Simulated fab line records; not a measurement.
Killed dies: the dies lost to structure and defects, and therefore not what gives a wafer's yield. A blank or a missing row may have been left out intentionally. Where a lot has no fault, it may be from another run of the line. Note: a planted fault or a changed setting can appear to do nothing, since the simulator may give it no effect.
Split-lot trial ; flow n5 finfet ; 39 wafers read across 7 lots, on a route 1938 steps long

== THE SPLIT ITSELF ==
At N5_MOL_CONTACT_COAG_SPUTTER_143 (material Co, target thk 2.5 nm), the setting target thk a was moved away from the recipe's 25 angstrom on 15 of the 39 wafers read, by -56.8% to +45.1%. All remaining wafers had this setting at the recipe value.

The split's own step is where the reading is taken.

== THE READING ==
Co_of_MOL_CONTACT_COAG_SPUTTER_143.thk nm (the simulator's own value, which no gauge read), in nm, at N5_MOL_CONTACT_COAG_SPUTTER_143 (material Co, target thk 2.5 nm). The file gives no usual value for it. The 24 wafers here that ran the recipe average 2.4 nm, standard deviation 0.094 nm.

wafer;tool, chamber at the split;target thk a as run, angstrom;against the recipe;Co_of_MOL_CONTACT_COAG_SPUTTER_143.thk nm, nm;against lot-mates on the recipe
L076.1;pvd sputter-03, -;25;recipe;2.4;-
L076.3;pvd sputter-03, -;25;recipe;2.4;-
L076.5;pvd sputter-03, -;25;recipe;2.4;-
L076.6;pvd sputter-03, -;25;recipe;2.4;-
L076.2;pvd sputter-03, -;25;recipe;2.6;-
L076.4;pvd sputter-03, -;25;recipe;2.6;-
L077.1;pvd sputter-01, -;34.92;+39.7%;3.4;+1.0
L077.5;pvd sputter-01, -;34.92;+39.7%;3.4;+1.0
L077.6;pvd sputter-01, -;34.92;+39.7%;3.4;+1.0
L077.2;pvd sputter-01, -;25;recipe;2.4;-
L077.3;pvd sputter-01, -;25;recipe;2.4;-
L077.4;pvd sputter-01, -;25;recipe;2.4;-
L085.1;pvd sputter-02, -;25;recipe;2.4;-
L085.2;pvd sputter-02, -;25;recipe;2.4;-
L085.6;pvd sputter-02, -;25;recipe;2.4;-
L085.3;pvd sputter-02, -;20.44;-18.2%;2;-0.4
L085.4;pvd sputter-02, -;20.44;-18.2%;2;-0.4
L085.5;pvd sputter-02, -;20.44;-18.2%;1.8;-0.6
L086.1;pvd sputter-02, -;25;recipe;2.6;-
L086.2;pvd sputter-02, -;25;recipe;2.4;-
L086.5;pvd sputter-02, -;25;recipe;2.4;-
L086.3;pvd sputter-02, -;36.27;+45.1%;3.6;+1.1
L086.4;pvd sputter-02, -;36.27;+45.1%;3.6;+1.1
L086.6;pvd sputter-02, -;36.27;+45.1%;3.6;+1.1
L090.1;pvd sputter-01, -;25;recipe;2.6;-
L090.4;pvd sputter-01, -;25;recipe;2.6;-
L090.2;pvd sputter-01, -;13.55;-45.8%;1.4;-1.1
L090.3;pvd sputter-01, -;13.55;-45.8%;1.4;-1.1
L090.5;pvd sputter-01, -;13.55;-45.8%;1.4;-1.1
L090.6;pvd sputter-01, -;25;recipe;2.4;-
L091.2;pvd sputter-02, -;25;recipe;2.4;-
L091.5;pvd sputter-02, -;25;recipe;2.4;-
L091.4;pvd sputter-02, -;25;recipe;2.2;-
L093.1;pvd sputter-02, -;10.8;-56.8%;1;-1.4
L093.5;pvd sputter-02, -;10.8;-56.8%;1;-1.4
L093.6;pvd sputter-02, -;10.8;-56.8%;1;-1.4
L093.2;pvd sputter-02, -;25;recipe;2.4;-
L093.3;pvd sputter-02, -;25;recipe;2.4;-
L093.4;pvd sputter-02, -;25;recipe;2.4;-

FIT RESULTS
A straight line over all 39 wafers: Co_of_MOL_CONTACT_COAG_SPUTTER_143.thk nm changes by +0.0247 nm for each +1% of target thk a; r = +0.99; the points scatter about the line by 0.088 nm.
The same after taking each lot's own level away (the mean of its wafers on the recipe; 39 wafers): +0.0249 nm for each +1%; r = +1.00; scatter 0.066 nm.
Per that fit: largest target thk a move, reading shift of 1.4 nm.
Across the lots, their own levels run from 2.33 to 2.53 nm, a range of 2.1 times the standard deviation given above.
So the lot-to-lot level changes the slope little: the two slopes agree.
Check: with one of the wafers moved furthest among these (-56.8%) left out of the fit, the line predicts -1.41 nm for it against its lot-mates. It came out at -1.4 nm against them.

== ADDITIONAL SPLITS CARRIED BY THESE WAFERS ==
Other splits were also applied to these wafers ahead of the reading. Each is held against what the fit with the lots' levels taken away leaves over:
other split on the same wafers;wafers away from the commonest value;r with Co_of_MOL_CONTACT_COAG_SPUTTER_143.thk nm (lot level and that fit taken away)
N5_SPACER0_ALD_07 target thk a;18;+0.04
N5_SDB_ALD_29 ald cycles;15;-0.10

== FILE'S OWN FIT ==
Co_of_MOL_CONTACT_COAG_SPUTTER_143.thk nm changes by +0.0249 nm for each +1% of target thk a, r = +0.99.
